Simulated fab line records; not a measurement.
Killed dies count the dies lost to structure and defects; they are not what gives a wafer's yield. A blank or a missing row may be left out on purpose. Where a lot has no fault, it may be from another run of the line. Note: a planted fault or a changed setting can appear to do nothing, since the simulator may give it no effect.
The tool behind it: which one? + flow nandHarc + 14 lots with 42 wafers sampled at 4 steps, on a route of 1302 steps

== WHAT EACH GAUGE READ, for each wafer ==
NHARC_HYBRID_BOND_OVL_MEAS_05. Usual: overlayXNm 2 nm, standard deviation 33; overlayYNm 2 nm, standard deviation 38.
| lot  | measured     | on         | overlayXNm (nm) | overlayYNm (nm) | flag |
|------|--------------|------------|-----------------|-----------------|------|
| L259 | day 24 15:24 | overlay-02 | 28 9 -12        | 8 -22 -66       |      |
| L257 | day 24 15:24 | overlay-01 | -33 -77 39      | 1 -54 -39       |      |
| L264 | day 27 05:33 | overlay-01 | -24 -4 -47      | 31 15 54        |      |
| L263 | day 27 05:33 | overlay-02 | -7 41 35        | 86 52 -90       |      |
| L265 | day 27 05:34 | overlay-02 | 34 -13 -17      | 13 -27 -18      |      |
| L270 | day 29 03:29 | overlay-01 | -14 37 83       | -29 34 -6       |      |
| L272 | day 30 06:55 | overlay-02 | 25 11 -7        | 15 37 29        |      |
| L271 | day 30 06:56 | overlay-01 | 23 12 -20       | 38 7 88         |      |
| L273 | day 31 03:55 | overlay-01 | 62 -6 7         | 33 9 -11        |      |
| L275 | day 31 20:41 | overlay-01 | 1 -5 -18        | -48 -5 69       |      |
| L277 | day 33 00:10 | overlay-01 | 29 -28 52       | -44 -3 32       |      |
| L279 | day 33 08:10 | overlay-01 | -45 -16 2       | -24 11 -45      |      |
| L276 | day 33 08:10 | overlay-02 | 38 -51 -33      | 20 25 26        |      |
| L278 | day 33 20:13 | overlay-01 | 9 2 16          | 26 17 53        |      |

NHARC_END_SORT_01. Usual: defectLimitedYield 91.5 %, standard deviation 2.4; killedAtArray 52, standard deviation 17; killedAtOther 0.9, standard deviation 1.2; killedAtPeriphery 3.9, standard deviation 2.7; killedDies 57, standard deviation 16; killedOpen 3.3, standard deviation 1.9; killedShort 2.5, standard deviation 1.5; sort_bin_2_pct 3.0 %, standard deviation 1.2; sort_bin_3_pct 0.6 %, standard deviation 0.34; sort_bin_4_pct 4.8 %, standard deviation 1.3; sortNPass 620, standard deviation 16; sortRimYieldPct 89 %, standard deviation 4.3; sortYieldPct 91.5 %, standard deviation 2.4.
| lot  | measured     | on        | defectLimitedYield (%) | killedAtArray | killedAtOther | killedAtPeriphery | killedDies | killedOpen | killedShort | sort_bin_2_pct (%) | sort_bin_3_pct (%) | sort_bin_4_pct (%) | sortNPass   | sortRimYieldPct (%) | sortYieldPct (%) | flag |
|------|--------------|-----------|------------------------|---------------|---------------|-------------------|------------|------------|-------------|--------------------|--------------------|--------------------|-------------|---------------------|------------------|------|
| L264 | day 27 23:51 | prober-02 | 93.9 95.6 61.2         | 40 27 260     | 0 0 1         | 1 3 2             | 41 30 263  | 1 2 1      | 2 3 2       | 1.9 1.8 13.4       | 0.3 0.1 3.1        | 3.8 2.5 22.3       | 636 647 414 | 88 89 58            | 93.9 95.6 61.2   | OFF  |
| L263 | day 27 23:05 | prober-01 | 92.5 90.5 59.8         | 49 61 266     | 0 1 1         | 2 2 5             | 51 64 272  | 5 5 3      | 1 5 3       | 2.4 2.8 13.3       | 0.7 0.3 3.4        | 4.4 6.4 23.5       | 626 613 405 | 92 92 56            | 92.5 90.5 59.8   | OFF  |
| L265 | day 28 06:49 | prober-02 | 60.9 91.9 90.8         | 257 48 55     | 3 2 2         | 5 5 5             | 265 55 62  | 2 4 3      | 2 1 2       | 13.9 3.4 3.2       | 3.1 0.9 1.0        | 22.2 3.8 4.9       | 412 622 615 | 60 90 92            | 60.9 91.9 90.8   | OFF  |
| L270 | day 30 01:46 | prober-02 | 94.4 95.9 95.6         | 32 20 20      | 0 0 2         | 6 8 8             | 38 28 30   | 0 4 2      | 2 0 1       | 1.6 1.3 1.9        | 0 0.4 0            | 4.0 2.4 2.5        | 639 649 647 | 94 97 92            | 94.4 95.9 95.6   |      |
| L271 | day 31 01:38 | prober-02 | 93.9 91.4 94.8         | 38 49 31      | 1 0 1         | 2 9 3             | 41 58 35   | 3 4 5      | 2 0 2       | 2.1 3.1 1.6        | 0.7 0.1 0.7        | 3.2 5.3 2.8        | 636 619 642 | 91 85 90            | 93.9 91.4 94.8   |      |
| L275 | day 32 21:14 | prober-01 | 87.1 89.8 87.4         | 81 62 79      | 1 1 0         | 5 6 6             | 87 69 85   | 1 5 4      | 4 1 3       | 4.7 3.5 5.2        | 0.9 1.0 1.2        | 7.2 5.6 6.2        | 590 608 592 | 75 90 80            | 87.1 89.8 87.4   |      |
| L276 | day 34 14:02 | prober-02 | 92.9 92.8 93.2         | 42 44 40      | 0 0 0         | 6 5 6             | 48 49 46   | 1 1 3      | 3 2 1       | 2.1 2.2 2.4        | 0.7 0.6 0.4        | 4.3 4.4 4.0        | 629 628 631 | 90 88 91            | 92.9 92.8 93.2   |      |

== EACH LOT AND THE TOOL THAT RAN IT (in order: tool; ch and the chambers of the sampled wafers; start) ==
| lot  | NHARC_A_M1_ECD_22             | NHARC_THIN_TSV_DEP_47           |
|------|-------------------------------|---------------------------------|
| L259 | ecdCu-01 ch 0,1, day 23 23:41 | pecvd-04 ch 0,1, day 24 20:04   |
| L257 | ecdCu-01 ch 0, day 24 01:28   | pecvd-01 ch 0,2, day 24 21:28   |
| L264 | ecdCu-02 ch 0,1, day 26 11:53 | pecvd-01 ch 0,2, day 27 11:30   |
| L263 | ecdCu-02 ch 0,1, day 26 12:59 | pecvd-01 ch 0,2, day 27 10:05   |
| L265 | ecdCu-02 ch 0,1, day 26 17:17 | pecvd-02 ch 1,2, day 27 12:48   |
| L270 | ecdCu-01 ch 0,1, day 28 11:54 | pecvd-02 ch 1,2, day 29 08:13   |
| L272 | ecdCu-02 ch 0,1, day 29 13:57 | pecvd-01 ch 0,1,2, day 30 11:33 |
| L271 | ecdCu-02 ch 0,1, day 29 16:10 | pecvd-01 ch 0,1, day 30 12:43   |
| L273 | ecdCu-01 ch 1, day 30 14:26   | pecvd-04 ch 0,1,2, day 31 09:42 |
| L275 | ecdCu-01 ch 0,1, day 31 04:15 | pecvd-04 ch 0,1,2, day 32 04:37 |
| L277 | ecdCu-02 ch 0,1, day 32 08:18 | pecvd-01 ch 0,1,2, day 33 04:47 |
| L279 | ecdCu-02 ch 0,1, day 32 15:28 | pecvd-01 ch 0,2, day 33 12:45   |
| L276 | ecdCu-01 ch 0,1, day 32 16:57 | pecvd-01 ch 0,2, day 33 13:53   |
| L278 | ecdCu-01 ch 0,1, day 33 00:53 | pecvd-04 ch 1,2, day 34 00:56   |
- NHARC_A_M1_ECD_22: material Cu, target thk 400 nm.
- NHARC_THIN_TSV_DEP_47: deposits SiO2, target thk 200 nm.

== AS READ BY THE TOOLS THEMSELVES (means over the sampled wafers that have a number; for cases with no such wafer, the mark the record gives instead) ==
NHARC_THIN_TSV_DEP_47. Usual: throttleValvePct reads 15.6 % (standard deviation 0.6).
| lot  | tool     | throttleValvePct (%) | flag |
|------|----------|----------------------|------|
| L259 | pecvd-04 | 15.8                 |      |
| L257 | pecvd-01 | 15.2                 |      |
| L264 | pecvd-01 | 15.1                 |      |
| L263 | pecvd-01 | 15.1                 |      |
| L265 | pecvd-02 | 16.1                 |      |
| L270 | pecvd-02 | 15.9                 |      |
| L272 | pecvd-01 | 15.1                 |      |
| L271 | pecvd-01 | 14.8                 |      |
| L273 | pecvd-04 | 15.7                 |      |
| L275 | pecvd-04 | 15.7                 |      |
| L277 | pecvd-01 | 15.2                 |      |
| L279 | pecvd-01 | 14.7                 |      |
| L276 | pecvd-01 | 14.6                 |      |
| L278 | pecvd-04 | 16.0                 |      |

== THE ANSWER, worked out from the rows above alone ==
Rule: a lot is off if the mean of its wafers that have a number lies more than 3 standard deviations from the usual mean. A lot without any number at a reading at which 4 lots or more have one is off too. Where the step has rows for the other lots, those lots are counted as sound. Order of review: gauges by route order, followed by the tools' own readings, for which a lot's mean as printed above is used. The first step at which some lot is off is used, and at that step the reading that is off furthest; a lot without a number counts as furthest.
Off, at NHARC_END_SORT_01 on sort_bin_4_pct: L264, L263, L265. Neither off nor sound, because the step has no rows for them: L259, L257, L272, L273, L277, L279, L278.
A tool fits if, at a process step before that reading, it ran every lot that is off, and no sound lot after the first of them. The gauges at NHARC_END_SORT_01 are tried like those tools. Of those tried, none fits.

== WHAT WAS PUT IN BY THE SIMULATOR ==
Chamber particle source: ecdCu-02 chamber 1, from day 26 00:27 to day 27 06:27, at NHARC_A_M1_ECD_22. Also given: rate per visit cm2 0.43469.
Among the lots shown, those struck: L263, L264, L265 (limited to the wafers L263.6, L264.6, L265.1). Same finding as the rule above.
